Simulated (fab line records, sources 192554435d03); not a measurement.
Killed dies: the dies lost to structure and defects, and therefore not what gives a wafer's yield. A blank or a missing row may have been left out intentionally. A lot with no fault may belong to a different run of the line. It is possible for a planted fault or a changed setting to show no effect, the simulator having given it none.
Chamber matching | flow n5Finfet | 4 sister chambers for N5_MOL_CONTACT_COAG_STRIP_98 on rieDiel-04
The step strips in N2/H2. 18 wafers are shown with their chamber, then 9 later ones without.

WAFERS PAIRED WITH THEIR CHAMBERS
wafer  | chamber | showerheadPlenumPTorr (Torr) | throttleValvePct (%) | oesProductAu (a.u.)
L077.4 | 3       | 3.47                         | 19.6                 | 0.70
L077.5 | 0       | 3.37                         | 18.1                 | 0.88
L077.6 | 3       | 3.47                         | 19.5                 | 0.71
L079.2 | 1       | 3.33                         | 19.3                 | 0.88
L079.3 | 2       | 3.32                         | 19.0                 | 0.93
L079.6 | 2       | 3.32                         | 19.0                 | 0.96
L080.2 | 0       | 3.37                         | 18.2                 | 0.86
L080.3 | 3       | 3.47                         | 19.5                 | 0.70
L080.6 | 0       | 3.37                         | 18.1                 | 0.88
L082.1 | 3       | 3.47                         | 19.6                 | 0.69
L082.3 | 1       | 3.33                         | 19.3                 | 0.87
L082.4 | 2       | 3.31                         | 19.0                 | 0.92
L083.1 | 2       | 3.31                         | 19.1                 | 0.93
L083.2 | 1       | 3.33                         | 19.3                 | 0.90
L083.4 | 1       | 3.33                         | 19.2                 | 0.89
L089.3 | 2       | 3.31                         | 19.1                 | 0.90
L089.4 | 3       | 3.46                         | 19.6                 | 0.68
L089.6 | 2       | 3.31                         | 19.0                 | 0.90

SIGNATURES (averages over the wafers above)
reading               | chamber 0 | chamber 1 | chamber 2 | chamber 3 | scatter within a chamber
showerheadPlenumPTorr | 3.3700    | 3.3300    | 3.3133    | 3.4680    | 0.0039
throttleValvePct      | 18.133    | 19.275    | 19.033    | 19.560    | 0.0531
oesProductAu          | 0.8733    | 0.8850    | 0.9233    | 0.6960    | 0.0165
Rule: for each reading, subtract the chamber's mean from the wafer's reading, divide by that reading's scatter and square the result; add these up over the readings and take the root, which gives the wafer's distance from the chamber. If the next closest chamber is less than 2 further off than the closest, the wafer can't be placed; otherwise it belongs to the closest. The scatter: the root of (the sum of the squares of (reading less its chamber's mean) over the shown wafers, divided by (wafers less chambers)).

WAFERS WITHOUT THEIR CHAMBER
wafer  | showerheadPlenumPTorr (Torr) | throttleValvePct (%) | oesProductAu (a.u.)
L092.1 | 3.30                         | 19.1                 | 0.88
L092.4 | 3.31                         | 19.3                 | 0.85
L092.6 | 3.35                         | 18.2                 | 0.82
L095.4 | 3.30                         | 19.0                 | 0.91
L095.5 | 3.31                         | 19.3                 | 0.83
L095.6 | 3.35                         | 18.2                 | 0.82
L097.1 | 3.31                         | 19.3                 | 0.83
L097.4 | 3.30                         | 19.1                 | 0.89
L097.5 | 3.31                         | 19.3                 | 0.83

THE CHAMBER EACH PASSED THROUGH
wafer  | from the rows above     | in truth
L092.1 | 2                       | 2
L092.4 | can't be placed: 1 or 2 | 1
L092.6 | 0                       | 0
L095.4 | 2                       | 2
L095.5 | can't be placed: 1 or 2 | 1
L095.6 | 0                       | 0
L097.1 | can't be placed: 1 or 2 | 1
L097.4 | 2                       | 2
L097.5 | can't be placed: 1 or 2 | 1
5 of 9 placed correctly. Unplaceable from these rows: 4, with the true chamber sitting among the candidates in 4. Number placed wrongly: 0.
